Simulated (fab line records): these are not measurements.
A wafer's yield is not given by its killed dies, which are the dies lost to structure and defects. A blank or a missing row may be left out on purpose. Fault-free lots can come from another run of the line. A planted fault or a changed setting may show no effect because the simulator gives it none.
Chamber matching :: flow n5-finfet :: 3 sister chambers for N5_BEOL_M7_CURE_75 on uv-cure-01
The step cures SiCOH lowk, time 120 s. 6 wafers are shown with their chamber, then 7 later ones without.

WAFERS PAIRED WITH THEIR CHAMBERS
wafer: L075.4
chamber: 1
lamp-power-pct (%): 52.28
wafer_temp_C_max: 371.0

wafer: L075.5
chamber: 1
lamp-power-pct (%): 52.28
wafer_temp_C_max: 371.1

wafer: L091.5
chamber: 2
lamp-power-pct (%): 52.24
wafer_temp_C_max: 370.8

wafer: L091.6
chamber: 2
lamp-power-pct (%): 52.35
wafer_temp_C_max: 371.3

wafer: L092.1
chamber: 0
lamp-power-pct (%): 52.32
wafer_temp_C_max: 371.1

wafer: L092.2
chamber: 0
lamp-power-pct (%): 52.36
wafer_temp_C_max: 371.4

WAFERS WITH NO CHAMBER GIVEN
wafer: L092.4
lamp-power-pct (%): 52.30
wafer_temp_C_max: 371.4

wafer: L095.2
lamp-power-pct (%): 52.44
wafer_temp_C_max: 370.9

wafer: L095.4
lamp-power-pct (%): 52.28
wafer_temp_C_max: 371.0

wafer: L095.5
lamp-power-pct (%): 52.19
wafer_temp_C_max: 371.4

wafer: L096.1
lamp-power-pct (%): 52.37
wafer_temp_C_max: 371.4

wafer: L096.4
lamp-power-pct (%): 52.38
wafer_temp_C_max: 370.7

wafer: L096.5
lamp-power-pct (%): 52.36
wafer_temp_C_max: 371.4

WHICH CHAMBER EACH ONE RAN IN
wafer: L092.4
from the rows above: can't be placed: 0 or 2 or 1
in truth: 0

wafer: L095.2
from the rows above: can't be placed: 0 or 2 or 1
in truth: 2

wafer: L095.4
from the rows above: can't be placed: 1 or 2 or 0
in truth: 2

wafer: L095.5
from the rows above: can't be placed: 1 or 2 or 0
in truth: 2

wafer: L096.1
from the rows above: can't be placed: 0 or 2 or 1
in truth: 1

wafer: L096.4
from the rows above: can't be placed: 2 or 0 or 1
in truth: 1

wafer: L096.5
from the rows above: can't be placed: 0 or 2 or 1
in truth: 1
0 of 7 placed correctly. Can't be placed from these rows: 7 (the true chamber is among the candidates in 7). Wrongly placed: 0.
How it was worked out, from the rows above alone: a wafer's distance from a chamber is the root of the sum, over the readings, of the square of ((its reading less the chamber's mean) divided by the reading's scatter). If the next closest chamber is less than 2 further off than the closest, the wafer can't be placed; otherwise it belongs to the closest. A chamber's mean is the mean of its shown wafers. How the scatter is found: for the shown wafers, subtract from each reading the mean of its chamber, square and add these, divide the total by (wafers less chambers), then take the root.
